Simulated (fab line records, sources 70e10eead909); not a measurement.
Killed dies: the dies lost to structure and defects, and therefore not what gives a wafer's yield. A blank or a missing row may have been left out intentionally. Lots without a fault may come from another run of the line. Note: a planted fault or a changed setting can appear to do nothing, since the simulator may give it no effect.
Chamber matching | flow nand_harc | rie_diel-04 running NHARC_P_M0_STRIP_18: 4 sister chambers
The step strips in N2/H2. 4 wafers are shown with their chamber, then 7 later ones without.

EACH WAFER AND ITS CHAMBER
wafer  | chamber | showerhead_plenum_p_Torr (Torr)
L078.2 | 1       | 2.00
L081.5 | 0       | 1.92
L092.1 | 3       | 2.19
L092.3 | 2       | 1.90

WAFERS WHOSE CHAMBER IS MISSING
wafer  | showerhead_plenum_p_Torr (Torr)
L092.4 | 2.00
L093.3 | 1.91
L093.5 | 1.91
L093.6 | 2.00
L094.1 | 2.19
L094.2 | 1.90
L094.6 | 1.90

EACH ONE'S CHAMBER
wafer  | from the rows above     | in truth
L092.4 | 1                       | 1
L093.3 | can't be placed: 0 or 2 | 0
L093.5 | can't be placed: 0 or 2 | 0
L093.6 | 1                       | 1
L094.1 | 3                       | 3
L094.2 | 2                       | 2
L094.6 | 2                       | 2
Correctly placed: 5 of 7. Can't be placed from these rows: 2 (the true chamber is among the candidates in 2). Placed wrongly: 0.
How it was worked out, from the rows above alone: a wafer's distance from a chamber is the root of the sum, over the readings, of the square of ((its reading less the chamber's mean) divided by the reading's scatter). The wafer belongs to the nearest chamber; if the next one is less than 2 further off, it can't be placed. For every chamber, the mean is computed from those of its wafers that are shown. The scatter: with one shown wafer a chamber, the root of the mean of the squares of how far each hidden wafer lies from its nearest shown one.
